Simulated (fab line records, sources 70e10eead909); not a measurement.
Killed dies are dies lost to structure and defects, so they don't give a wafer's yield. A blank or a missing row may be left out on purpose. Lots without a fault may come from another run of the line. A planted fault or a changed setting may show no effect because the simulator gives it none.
fab line records | flow nand_harc
record lots=24 wafers=72 last_day=26
route steps=1159 shown A_BLC@981 A_M0@1024 A_M1@1057 A_BONDPAD@1079
lots that met no fault: from a run of the same line without faults
start_h: hours from the record's first day to the start of the lot's first wafer shown | wait_h: hours since the lot's step before | " the same as in the row above | L1.1+2: a row that stands for several wafers | - no value, or no start given | * or withheld: withheld | < > ~ a bound
route shown NAME@n: a module of which the file shows steps, and the number in the route of the first | usual: mean/standard deviation of fault-free wafers | same: alike in all rows | chamber/n: place in a boat | sites: the reading at each site | _std_site: their standard deviation | _edge_site: outer sites' mean less inner sites' | radius_mm: how far each site lies from the wafer's centre | mask NAME#n: copy n | behind: the tool/chamber that last shaped the wafer | hold: why the lot was held/for how many hours/how that ended | device: the transistor (n, p or np) that didn't switch | end of line: the same wafers' tests at the end of the route | a step without rows: its recipe alone | killed: dies lost to structure and defects at the first sort, not the wafer's yield | map: a wafer's dies, x killed, . not, _ none there
set.NAME: the setting as run; set.NAME@STEP: as run at that earlier step | model.NAME: the simulator's own value behind a step, which no gauge read
steps of the route over a sample of lots; a table a step, a row a wafer
services: from which hour (start_h, from the record's first day; less than 0 if before it) a tool's chamber was out of use, for how many hours, and why
## steps
# step NHARC_A_BLC_CD_MEAS_19
# usual cd_nm=99.9/2.1
# columns lot.wafer tool chamber start_h wait_h cd_nm
L074.3 cd_sem-01 - 386.98 - 102.1
L074.4 " - " " 97.9
L074.5 " - " " 102.1
L077.1 cd_sem-01 - 402.57 - 98.8
L077.2 " - " " 96.0
L077.5 " - " " 96.7
L075.3 cd_sem-02 - 403.21 - 99.0
L075.4 " - " " 100.5
L075.5 " - " " 101.0
L076.1 cd_sem-01 - 406.57 - 101.0
L076.3 " - " " 100.1
L076.4 " - " " 100.6
L078.1 cd_sem-03 - 408.26 - 97.9
L078.2 " - " " 97.2
L078.4 " - " " 97.3
L080.2 cd_sem-03 - 427.04 - 102.2
L080.3 " - " " 103.7
L080.5 " - " " 104.3
L079.2 cd_sem-01 - 437.00 - 100.8
L079.4 " - " " 102.3
L079.5 " - " " 103.0
L081.4 cd_sem-02 - 442.74 - 98.9
L081.5 " - " " 99.3
L081.6 " - " " 100.4
L083.2 cd_sem-01 - 445.43 - 97.2
L083.3 " - " " 96.9
L083.4 " - " " 98.0
L084.2 cd_sem-03 - 451.24 - 98.4
L084.4 " - " " 96.9
L084.6 " - " " 98.2
L082.3 cd_sem-03 - 452.14 - 101.7
L082.5 " - " " 101.3
L082.6 " - " " 101.5
L087.2 cd_sem-01 - 465.37 - 99.4
L087.4 " - " " 99.3
L087.6 " - " " 103.1
L085.2 cd_sem-01 - 466.23 - 100.2
L085.4 " - " " 100.5
L085.6 " - " " 101.5
L086.2 cd_sem-01 - 472.58 - 100.3
L086.3 " - " " 99.2
L086.6 " - " " 100.6
L089.2 cd_sem-03 - 472.65 - 101.0
L089.4 " - " " 102.0
L089.5 " - " " 101.2
L090.2 cd_sem-01 - 492.90 - 101.2
L090.5 " - " " 102.0
L090.6 " - " " 100.4
L088.1 cd_sem-03 - 496.43 - 101.0
L088.2 " - " " 99.7
L088.5 " - " " 102.4
L091.2 cd_sem-01 - 503.23 - 100.4
L091.3 " - " " 99.9
L091.6 " - " " 100.5
L092.1 cd_sem-02 - 503.83 - 100.5
L092.3 " - " " 97.1
L092.4 " - " " 96.3
L094.1 cd_sem-03 - 514.61 - 103.4
L094.2 " - " " 100.3
L094.3 " - " " 100.5
L093.1 cd_sem-02 - 517.17 - 100.1
L093.2 " - " " 102.0
L093.5 " - " " 100.5
L095.2 cd_sem-03 - 526.08 - 98.2
L095.3 " - " " 94.9
L095.6 " - " " 97.6
L096.2 cd_sem-02 - 542.29 - 96.0
L096.3 " - " " 99.5
L096.6 " - " " 97.1
L097.2 cd_sem-03 - 565.81 - 101.8
L097.4 " - " " 104.1
L097.6 " - " " 105.7
# step NHARC_A_BLC_STRIP_29
# recipe cf4_flow_sccm=150 ar_flow_sccm=0 bias_w=0 chemistry=CF4
# usual drypump_motor_current_A=6.0/0.45 oes_product_au=1.005/0.0084 rf_vpp_V=59.4/0.91 showerhead_plenum_p_Torr=1.79/0.065 throttle_valve_pct=13.283/0.0085
# columns lot.wafer tool chamber start_h wait_h drypump_motor_current_A oes_product_au rf_hours_counter_h rf_vpp_V showerhead_plenum_p_Torr throttle_valve_pct
L074.3 rie_diel-06 3 387.06 0.1 6.3 1.008 14 59.1 1.83 13.287
L074.4 " 1 " " 5.3 0.992 13 59.8 1.83 13.275
L074.5 " 3 " " 6.3 0.990 - 60.0 1.83 13.279
L077.1 rie_diel-06 3 402.65 0.1 6.3 1.005 16 59.3 1.83 13.294
L077.2 " 0 " " 6.4 1.007 15 60.0 1.78 13.307
L077.5 " 2 " " 6.0 1.017 - 58.0 1.75 13.295
L075.4 rie_diel-06 1 403.29 0.1 5.3 1.012 15 59.5 1.83 13.287
L075.3 " 3 " " 6.3 1.008 16 60.3 1.83 13.270
L075.5 " 0 " " 6.4 1.012 - 59.1 1.78 13.285
L076.3 rie_diel-06 1 406.65 0.1 5.3 1.015 15 60.4 1.83 13.278
L076.1 " 2 " " 6.0 1.000 13 60.2 1.75 13.295
L076.4 " 3 " " 6.4 1.003 16 58.3 1.83 13.288
L078.2 rie_diel-11 0 408.34 0.1 6.2 0.993 15 61.0 1.90 13.275
L078.1 " 1 " " 5.3 0.985 16 60.7 1.82 13.285
L078.4 " 2 " " 5.5 1.001 15 57.6 1.69 13.282
L080.3 rie_diel-05 0 427.13 0.1 5.1 1.011 8 59.3 1.65 13.302
L080.2 " 1 " " 5.8 1.004 10 57.8 1.78 13.291
L080.5 " 3 " " 6.4 1.008 - 61.1 1.88 13.286
L079.4 rie_diel-06 0 437.07 0.1 6.4 1.012 1 58.9 1.78 13.287
L079.2 " 2 " " 6.0 1.011 1 58.1 1.75 13.287
L079.5 " 1 " " 5.3 1.020 - 59.4 1.83 13.289
L081.4 rie_diel-06 3 442.84 0.1 6.3 0.995 2 58.3 1.83 13.295
L081.6 " 0 " " 6.4 1.009 - 59.6 1.78 13.285
L081.5 " 1 " " 5.3 1.004 - 59.9 1.83 13.280
L083.4 rie_diel-05 3 445.50 0.1 6.4 1.009 11 59.0 1.88 13.284
L083.3 " 0 " " 5.2 1.009 11 60.7 1.65 13.279
L083.2 " 2 " " 6.3 1.003 13 58.6 1.87 13.286
L084.2 rie_diel-11 1 451.33 0.1 5.3 1.001 31 58.6 1.81 13.289
L084.4 " 2 " " 5.5 1.000 24 57.8 1.69 13.289
L084.6 " 0 " " 6.2 1.004 - 60.8 1.90 13.282
L082.3 rie_diel-06 2 452.24 0.1 6.0 1.010 3 58.8 1.75 13.294
L082.6 " 3 " " 6.3 0.991 - 59.8 1.83 13.271
L082.5 " 0 " " 6.4 1.007 - 58.3 1.78 13.275
L087.2 rie_diel-11 3 465.45 0.1 6.4 1.009 36 57.5 1.70 13.273
L087.4 " 0 " " 6.2 1.030 35 60.2 1.90 13.284
L087.6 " 3 " " 6.4 1.014 - 58.2 1.70 13.288
L085.2 rie_diel-05 2 466.31 0.1 6.3 0.981 15 60.3 1.87 13.280
L085.4 " 3 " " 6.4 1.007 14 58.8 1.88 13.280
L085.6 " 2 " " 6.3 0.997 - 62.2 1.87 13.293
L086.3 rie_diel-06 3 472.66 0.1 6.3 0.985 6 59.7 1.83 13.267
L086.2 " 0 " " 6.3 1.006 6 59.5 1.78 13.276
L086.6 " 3 " " 6.3 0.983 - 60.1 1.83 13.291
L089.2 rie_diel-05 3 472.72 0.1 6.4 1.007 15 60.0 1.88 13.300
L089.4 " 2 " " 6.3 0.986 16 58.4 1.87 13.276
L089.5 " 3 " " 6.4 1.008 - 60.2 1.88 13.268
L090.2 rie_diel-06 1 492.97 0.1 5.3 1.007 6 59.0 1.83 13.268
L090.5 " 1 " " 5.3 1.007 - 59.5 1.83 13.289
L090.6 " 2 " " 6.0 1.005 - 60.0 1.75 13.282
L088.1 rie_diel-06 0 496.52 0.1 6.4 1.004 7 59.5 1.78 13.284
L088.2 " 1 " " 5.3 1.012 6 60.3 1.83 13.284
L088.5 " 3 " " 6.3 1.006 - 60.1 1.83 13.276
L091.2 rie_diel-06 2 503.30 0.1 6.0 1.005 7 59.2 1.75 13.284
L091.3 " 0 " " 6.3 0.994 7 59.5 1.78 13.272
L091.6 " 3 " " 6.3 1.001 - 61.2 1.83 13.275
L092.4 rie_diel-06 2 503.90 0.1 6.0 1.004 7 58.1 1.75 13.282
L092.3 " 3 " " 6.3 0.996 8 60.6 1.83 13.280
L092.1 " 1 " " 5.3 0.991 7 59.9 1.83 13.287
L094.1 rie_diel-11 2 514.69 0.1 5.5 1.010 48 58.8 1.69 13.300
L094.3 " 0 " " 6.2 1.015 52 59.1 1.89 13.288
L094.2 " 1 " " 5.3 1.012 54 59.7 1.81 13.277
L093.1 rie_diel-06 0 517.25 0.1 6.4 1.008 8 60.8 1.78 13.285
L093.2 " 1 " " 5.3 1.006 8 59.2 1.83 13.267
L093.5 " 1 " " 5.4 1.003 - 58.5 1.83 13.288
L095.3 rie_diel-06 0 526.17 0.1 6.4 0.999 9 59.4 1.78 13.290
L095.2 " 1 " " 5.3 1.002 9 58.9 1.83 13.278
L095.6 " 0 " " 6.4 0.999 - 60.5 1.78 13.281
L096.2 rie_diel-05 1 542.36 0.1 5.9 1.007 1 58.9 1.78 13.289
L096.3 " 3 " " 6.4 1.016 1 60.2 1.88 13.270
L096.6 " 1 " " 5.8 1.002 - 58.8 1.78 13.278
L097.2 rie_diel-06 2 565.90 0.1 6.0 1.011 12 59.0 1.75 13.284
L097.4 " 3 " " 6.3 0.995 13 60.3 1.83 13.284
L097.6 " 0 " " 6.4 1.007 - 59.6 1.78 13.281
# step NHARC_A_BLC_CVD_24
# recipe target_thk_a=1500 temp_c=300 pressure_torr=40 wf6_flow_sccm=40 h2_flow_sccm=1600 ar_flow_sccm=1560 time_s=434 material=W
# usual heater_power_w=517/34 throttle_valve_pct=7.78/0.2
# columns lot.wafer tool chamber start_h wait_h heater_power_w throttle_valve_pct
L074.4 cvd_w-01 0 - - 466 7.72
L074.3 " 1 " " 527 8.18
L074.5 " 0 " " 481 7.88
L077.2 cvd_w-01 0 - - 468 7.73
L077.1 " 1 " " 546 8.11
L077.5 " 0 " " 469 7.93
L075.3 cvd_w-01 1 - - 540 7.79
L075.4 " 0 " " 473 7.80
L075.5 " 1 " " 534 7.91
L076.1 cvd_w-01 0 - - 463 7.73
L076.3 " 0 " " 461 7.89
L076.4 " 1 " " 540 8.04
L078.2 cvd_w-02 1 - - 556 7.55
L078.1 " 0 " " 495 7.57
L078.4 " 1 " " 547 7.72
L080.2 cvd_w-02 1 - - 555 7.66
L080.3 " 1 " " 550 7.73
L080.5 " 1 " " 546 7.72
L079.2 cvd_w-02 1 - - 547 7.55
L079.4 " 1 " " 557 7.40
L079.5 " 0 " " 504 7.73
L081.4 cvd_w-02 1 - - 547 7.61
L081.5 " 1 " " 550 7.68
L081.6 " 1 " " 558 7.66
L083.2 cvd_w-01 0 - - 475 7.77
L083.4 " 0 " " 480 7.83
L083.3 " 1 " " 539 8.07
L084.2 cvd_w-01 0 - - 472 7.76
L084.4 " 0 " " 452 8.14
L084.6 " 0 " " 462 7.74
L082.3 cvd_w-01 0 - - 479 7.73
L082.6 " 1 " " 536 8.21
L082.5 " 0 " " 463 7.97
L087.2 cvd_w-01 1 - - 530 8.04
L087.4 " 0 " " 474 7.55
L087.6 " 0 " " 459 8.00
L085.2 cvd_w-02 0 - - 488 7.64
L085.4 " 1 " " 556 7.81
L085.6 " 1 " " 542 7.43
L086.2 cvd_w-01 0 - - 466 7.77
L086.3 " 1 " " 534 7.95
L086.6 " 1 " " 538 7.86
L089.2 cvd_w-02 1 - - 561 7.75
L089.4 " 0 " " 501 7.79
L089.5 " 1 " " 553 7.78
L090.2 cvd_w-01 0 - - 471 8.05
L090.5 " 1 " " 537 8.01
L090.6 " 0 " " 485 7.65
L088.1 cvd_w-02 0 - - 506 7.53
L088.2 " 1 " " 554 7.73
L088.5 " 0 " " 513 7.70
L091.2 cvd_w-01 0 - - 482 7.76
L091.3 " 1 " " 549 7.80
L091.6 " 1 " " 546 7.88
L092.1 cvd_w-01 1 - - 547 7.67
L092.3 " 0 " " 487 8.00
L092.4 " 1 " " 563 8.09
L094.1 cvd_w-02 1 - - 532 7.53
L094.2 " 0 " " 507 7.52
L094.3 " 1 " " 558 7.85
L093.1 cvd_w-01 0 - - 484 7.67
L093.2 " 1 " " 561 7.91
L093.5 " 0 " " 479 7.78
L095.2 cvd_w-02 1 - - 562 7.49
L095.3 " 1 " " 553 7.71
L095.6 " 0 " " 494 7.58
L096.2 cvd_w-02 1 - - 552 7.86
L096.3 " 0 " " 522 7.84
L096.6 " 1 " " 554 7.86
L097.2 cvd_w-02 1 - - 548 7.80
L097.4 " 0 " " 502 7.91
L097.6 " 1 " " 547 7.59
# step NHARC_A_M0_PRE_CLEAN_31
# recipe time_s=12 temp_c=370 rf_power_w=300 gas=NH3
# usual heater_power_w=598/54 rf_fwd_power_W=292.6/0.92
# columns lot.wafer tool chamber start_h wait_h heater_power_w rf_fwd_power_W
L074.3 pecvd-04 0 392.53 0.1 652 291.1
L074.5 " 1 " " 517 293.5
L074.4 " 0 " " 651 294.0
L077.2 pecvd-03 0 408.24 0.1 617 291.2
L077.1 " 1 " " 600 292.8
L077.5 " 1 " " 600 293.0
L075.3 pecvd-03 1 409.66 0.9 505 291.8
L075.5 " 0 " " 647 291.9
L075.4 " 2 " " 554 293.7
L076.1 pecvd-02 0 412.97 0.1 557 292.1
L076.4 " 1 " " 662 292.5
L076.3 " 0 " " 557 292.0
L078.2 pecvd-02 1 422.31 0.1 577 293.1
L078.1 " 0 " " 669 293.3
L078.4 " 2 " " 525 295.4
L080.3 pecvd-04 0 432.82 0.1 559 292.9
L080.2 " 1 " " 573 290.6
L080.5 " 0 " " 558 292.8
L079.2 pecvd-04 1 447.95 0.1 612 292.9
L079.5 " 2 " " 616 290.4
L079.4 " 0 " " 589 292.6
L081.4 pecvd-04 0 452.61 0.1 543 292.1
L081.6 " 1 " " 604 291.9
L081.5 " 2 " " 682 293.8
L083.2 pecvd-04 0 452.92 0.1 559 292.0
L083.3 " 1 " " 589 293.1
L083.4 " 1 " " 566 293.7
L084.2 pecvd-03 1 456.97 0.1 510 293.2
L084.4 " 1 " " 511 292.0
L084.6 " 0 " " 668 292.2
L082.3 pecvd-04 0 458.20 0.1 667 293.0
L082.6 " 2 " " 669 292.8
L082.5 " 0 " " 658 293.5
L087.2 pecvd-04 2 473.60 0.1 658 292.6
L087.4 " 0 " " 627 292.2
L087.6 " 2 " " 642 291.5
L085.2 pecvd-04 2 474.19 0.4 679 293.4
L085.4 " 2 " " 657 291.3
L085.6 " 0 " " 518 291.1
L086.3 pecvd-02 2 478.33 0.3 499 294.0
L086.2 " 0 " " 634 291.2
L086.6 " 1 " " 639 291.1
L089.2 pecvd-04 2 478.61 0.2 662 293.2
L089.5 " 0 " " 566 293.2
L089.4 " 2 " " 656 293.7
L090.2 pecvd-02 1 502.39 0.1 639 293.0
L090.5 " 0 " " 660 292.1
L090.6 " 2 " " 460 292.8
L088.2 pecvd-02 1 505.66 0.1 612 292.8
L088.1 " 2 " " 508 291.4
L088.5 " 1 " " 618 293.1
L091.3 pecvd-04 0 509.01 0.1 639 290.7
L091.2 " 1 " " 521 294.2
L091.6 " 0 " " 653 291.6
L092.1 pecvd-03 1 509.35 0.1 540 293.7
L092.3 " 2 " " 595 293.2
L092.4 " 0 " " 605 294.0
L094.3 pecvd-02 0 528.21 0.1 620 292.8
L094.2 " 1 " " 604 293.4
L094.1 " 2 " " 563 293.3
L093.2 pecvd-04 1 528.50 0.1 543 293.4
L093.1 " 2 " " 696 292.7
L093.5 " 0 " " 641 291.8
L095.2 pecvd-03 2 540.64 0.1 600 292.5
L095.3 " 1 " " 625 292.9
L095.6 " 2 " " 593 292.9
L096.2 pecvd-03 2 547.90 0.1 626 293.4
L096.3 " 1 " " 582 292.3
L096.6 " 0 " " 553 292.4
L097.2 pecvd-04 0 582.93 0.1 660 292.4
L097.6 " 2 " " 579 293.6
L097.4 " 1 " " 540 292.1
# step NHARC_A_M1_PRE_CLEAN_32
# recipe time_s=12 temp_c=370 rf_power_w=300 gas=NH3
# usual heater_power_w=589/50 rf_fwd_power_W=292.5/0.85
# columns lot.wafer tool chamber start_h wait_h heater_power_w rf_fwd_power_W
L074.3 pecvd-02 1 396.68 0.1 618 292.8
L074.4 " 1 " " 594 293.6
L074.5 " 2 " " 518 292.4
L077.1 pecvd-03 1 413.53 0.1 503 292.5
L077.2 " 0 " " 659 290.8
L077.5 " 0 " " 658 291.8
L075.3 pecvd-03 1 413.87 0.1 577 292.7
L075.4 " 1 " " 580 290.6
L075.5 " 0 " " 650 292.5
L076.1 pecvd-04 2 417.32 0.1 596 293.0
L076.3 " 1 " " 603 291.3
L076.4 " 0 " " 589 292.0
L078.2 pecvd-04 1 426.68 0.1 599 291.8
L078.1 " 0 " " 613 292.8
L078.4 " 1 " " 606 292.1
L080.3 pecvd-03 0 437.53 0.6 577 292.8
L080.2 " 2 " " 602 291.8
L080.5 " 0 " " 590 292.6
L079.2 pecvd-02 2 452.61 0.1 453 291.2
L079.4 " 1 " " 619 291.6
L079.5 " 0 " " 600 292.9
L081.4 pecvd-04 1 456.66 0.1 515 291.8
L081.5 " 2 " " 621 292.5
L081.6 " 0 " " 627 293.3
L083.2 pecvd-02 2 457.57 0.1 501 292.4
L083.3 " 0 " " 552 292.9
L083.4 " 2 " " 508 292.8
L084.2 pecvd-03 2 461.11 0.1 565 293.3
L084.6 " 2 " " 561 294.6
L084.4 " 0 " " 641 292.6
L082.3 pecvd-03 2 462.45 0.1 595 291.6
L082.6 " 1 " " 567 293.2
L082.5 " 2 " " 588 291.2
L087.2 pecvd-04 2 478.25 0.6 595 290.9
L087.6 " 2 " " 598 291.8
L087.4 " 1 " " 596 292.9
L085.2 pecvd-02 2 478.69 0.2 481 291.5
L085.6 " 0 " " 630 291.5
L085.4 " 1 " " 626 293.0
L086.3 pecvd-04 0 482.80 0.1 556 293.5
L086.2 " 1 " " 615 292.8
L086.6 " 0 " " 545 292.4
L089.2 pecvd-02 2 482.93 0.1 532 291.9
L089.5 " 1 " " 619 292.2
L089.4 " 0 " " 569 292.1
L090.2 pecvd-04 0 506.88 0.1 658 292.7
L090.5 " 1 " " 549 292.7
L090.6 " 2 " " 686 292.1
L088.2 pecvd-03 0 509.81 0.1 615 293.1
L088.1 " 2 " " 567 292.5
L088.5 " 2 " " 570 292.5
L091.2 pecvd-02 1 513.22 0.1 662 292.4
L091.3 " 0 " " 664 291.4
L091.6 " 1 " " 677 291.9
L092.1 pecvd-04 2 513.54 0.1 685 291.7
L092.3 " 0 " " 660 291.5
L092.4 " 1 " " 609 293.8
L094.2 pecvd-03 1 532.39 0.1 598 292.7
L094.1 " 2 " " 630 293.0
L094.3 " 0 " " 582 294.9
L093.1 pecvd-02 1 532.73 0.1 663 292.3
L093.2 " 0 " " 596 292.8
L093.5 " 1 " " 671 291.8
L095.3 pecvd-03 1 544.74 0.1 544 293.1
L095.2 " 2 " " 592 293.0
L095.6 " 2 " " 595 292.5
L096.2 pecvd-02 1 552.33 0.3 552 292.9
L096.3 " 0 " " 677 292.3
L096.6 " 1 " " 539 292.7
L097.2 pecvd-02 0 587.11 0.1 597 291.9
L097.6 " 2 " " 549 289.6
L097.4 " 0 " " 593 293.1
# step NHARC_A_BONDPAD_STRIP_15
# recipe o2_flow_sccm=500 ar_flow_sccm=0 bias_w=0 chemistry=O2
# usual drypump_motor_current_A=5.63/0.24 oes_product_au=1.005/0.0081 rf_vpp_V=57.8/0.76 showerhead_plenum_p_Torr=3.54/0.091 throttle_valve_pct=17.037/0.008
# columns lot.wafer tool chamber start_h wait_h drypump_motor_current_A oes_product_au rf_hours_counter_h rf_vpp_V showerhead_plenum_p_Torr throttle_valve_pct
L074.3 rie_diel-01 0 399.14 0.1 5.66 0.995 17 57.5 3.49 17.033
L074.4 " 2 " " 5.11 1.001 16 56.9 3.42 17.037
L074.5 " 0 " " 5.68 1.000 - 58.0 3.49 17.034
L077.2 rie_diel-01 0 415.87 0.1 5.65 1.007 21 57.7 3.49 17.043
L077.1 " 3 " " 6.22 0.998 20 58.0 3.42 17.047
L077.5 " 0 " " 5.66 1.004 - 57.5 3.49 17.025
L075.3 rie_diel-03 0 416.38 0.1 5.58 1.007 0 56.8 3.65 17.054
L075.4 " 1 " " 5.73 1.005 0 57.5 3.49 17.039
L075.5 " 2 " " 5.32 1.001 - 58.2 3.44 17.043
L076.4 rie_diel-03 2 419.81 0.1 5.34 0.994 1 57.4 3.44 17.033
L076.1 " 3 " " 5.88 1.001 1 58.0 3.60 17.041
L076.3 " 0 " " 5.58 1.003 1 58.9 3.64 17.021
L078.1 rie_diel-03 0 429.71 0.2 5.57 1.012 1 58.6 3.64 17.018
L078.2 " 2 " " 5.37 0.998 1 57.4 3.44 17.038
L078.4 " 3 " " 5.88 0.996 1 58.7 3.60 17.052
L080.3 rie_diel-12 2 439.99 0.1 5.65 0.995 19 57.5 3.35 17.035
L080.2 " 1 " " 5.35 1.013 19 59.5 3.57 17.032
L080.5 " 3 " " 5.87 1.001 - 58.2 3.40 17.050
L079.2 rie_diel-03 3 454.94 0.1 5.88 1.017 2 57.1 3.60 17.042
L079.4 " 0 " " 5.55 1.006 2 58.6 3.64 17.045
L079.5 " 0 " " 5.55 1.016 - 58.1 3.64 17.044
L081.4 rie_diel-03 1 459.17 0.1 5.68 1.004 2 57.8 3.49 17.047
L081.5 " 3 " " 5.86 1.009 - 58.5 3.60 17.045
L081.6 " 0 " " 5.57 1.016 - 58.0 3.64 17.044
L083.4 rie_diel-03 1 459.92 0.1 5.74 1.022 2 58.2 3.49 17.035
L083.3 " 2 " " 5.34 0.999 2 57.4 3.43 17.040
L083.2 " 3 " " 5.88 1.012 2 58.3 3.60 17.033
L084.2 rie_diel-03 2 463.60 0.1 5.31 0.984 2 57.0 3.43 17.026
L084.4 " 3 " " 5.87 0.996 2 57.3 3.60 17.036
L084.6 " 0 " " 5.59 1.004 - 56.8 3.64 17.024
L082.3 rie_diel-03 3 464.97 0.1 5.88 1.009 3 58.9 3.60 17.026
L082.6 " 3 " " 5.91 1.010 - 57.3 3.60 17.044
L082.5 " 0 " " 5.57 1.004 - 58.7 3.64 17.032
L087.2 rie_diel-03 1 480.98 0.1 5.69 1.008 3 57.7 3.49 17.030
L087.4 " 2 " " 5.34 0.998 3 56.4 3.43 17.032
L087.6 " 1 " " 5.75 1.005 - 57.4 3.49 17.027
L085.4 rie_diel-03 0 481.19 0.1 5.59 1.007 3 58.3 3.64 17.039
L085.2 " 1 " " 5.70 1.000 3 58.7 3.49 17.046
L085.6 " 0 " " 5.56 1.005 - 57.9 3.64 17.024
L086.3 rie_diel-03 0 485.30 0.1 5.57 1.005 3 57.4 3.64 17.041
L086.2 " 2 " " 5.38 1.002 3 56.3 3.43 17.040
L086.6 " 0 " " 5.58 1.004 - 59.1 3.64 17.044
L089.2 rie_diel-03 1 485.43 0.1 5.77 1.024 3 57.4 3.49 17.034
L089.4 " 3 " " 5.90 1.015 4 58.4 3.60 17.035
L089.5 " 2 " " 5.37 1.001 - 57.6 3.43 17.036
L090.2 rie_diel-03 0 509.42 0.1 5.57 1.007 4 57.9 3.64 17.029
L090.6 " 2 " " 5.31 0.999 - 58.5 3.43 17.041
L090.5 " 3 " " 5.86 1.003 - 58.5 3.60 17.041
L088.1 rie_diel-03 3 512.28 0.1 5.90 1.002 4 57.0 3.60 17.034
L088.2 " 0 " " 5.57 0.997 4 57.7 3.64 17.016
L088.5 " 0 " " 5.58 1.004 - 57.0 3.64 17.041
L091.3 rie_diel-01 2 515.69 0.1 5.10 1.020 2 57.3 3.41 17.049
L091.2 " 1 " " 5.41 1.005 2 57.3 3.66 17.039
L091.6 " 3 " " 6.24 1.004 - 57.4 3.41 17.034
L092.3 rie_diel-03 2 515.87 0.1 5.32 1.006 4 57.6 3.43 17.037
L092.1 " 3 " " 5.89 1.007 5 58.2 3.60 17.017
L092.4 " 1 " " 5.71 1.015 4 58.2 3.49 17.040
L094.2 rie_diel-03 1 534.89 0.1 5.71 1.006 5 57.7 3.49 17.036
L094.3 " 2 " " 5.35 0.998 5 56.0 3.43 17.043
L094.1 " 0 " " 5.58 1.002 5 56.9 3.64 17.039
L093.1 rie_diel-03 1 535.30 0.1 5.77 1.015 5 58.0 3.49 17.042
L093.2 " 3 " " 5.86 1.005 5 58.4 3.60 17.050
L093.5 " 1 " " 5.74 1.015 - 57.2 3.49 17.037
L095.2 rie_diel-03 2 547.25 0.1 5.38 1.003 6 58.0 3.43 17.037
L095.3 " 0 " " 5.58 0.999 5 58.5 3.64 17.039
L095.6 " 1 " " 5.72 1.004 - 57.3 3.49 17.039
L096.3 rie_diel-03 2 558.76 0.1 5.31 1.011 6 56.6 3.43 17.023
L096.2 " 1 " " 5.76 1.003 5 57.1 3.49 17.032
L096.6 " 3 " " 5.88 1.005 - 58.6 3.60 17.045
L097.2 rie_diel-03 3 589.57 0.1 5.89 1.010 0 56.9 3.60 17.039
L097.4 " 2 " " 5.38 0.989 0 58.1 3.43 17.042
L097.6 " 3 " " 5.88 1.000 - 57.5 3.60 17.050
## services
# columns tool chamber start_h hours kind
rie_diel-11 - 366.56 9.0 pm
rie_diel-03 3 372.65 2.5 repair
pecvd-04 - 376.73 13.0 pm
cvd_w-02 - 378.42 13.0 pm
rie_diel-03 - 392.30 9.0 pm
rie_diel-06 - 418.20 9.0 pm
pecvd-04 2 419.84 12.0 repair
rie_diel-03 0 422.20 1.3 repair
rie_diel-11 2 431.23 15.4 repair
pecvd-02 2 453.91 2.9 repair
pecvd-03 - 473.08 13.0 pm
cvd_w-01 - 474.06 13.0 pm
rie_diel-05 - 480.65 0.8 repair
pecvd-04 1 489.77 15.8 repair
rie_diel-05 3 512.56 1.2 repair
pecvd-02 - 515.05 13.0 pm
rie_diel-05 - 517.67 9.0 pm
rie_diel-05 2 533.69 13.7 repair
rie_diel-11 - 543.78 9.0 pm
cvd_w-02 1 549.99 6.5 repair
rie_diel-11 - 556.31 1.4 repair
pecvd-04 - 557.77 13.0 pm
cvd_w-02 - 561.29 13.0 pm
rie_diel-03 - 569.30 9.0 pm
## key
fault none
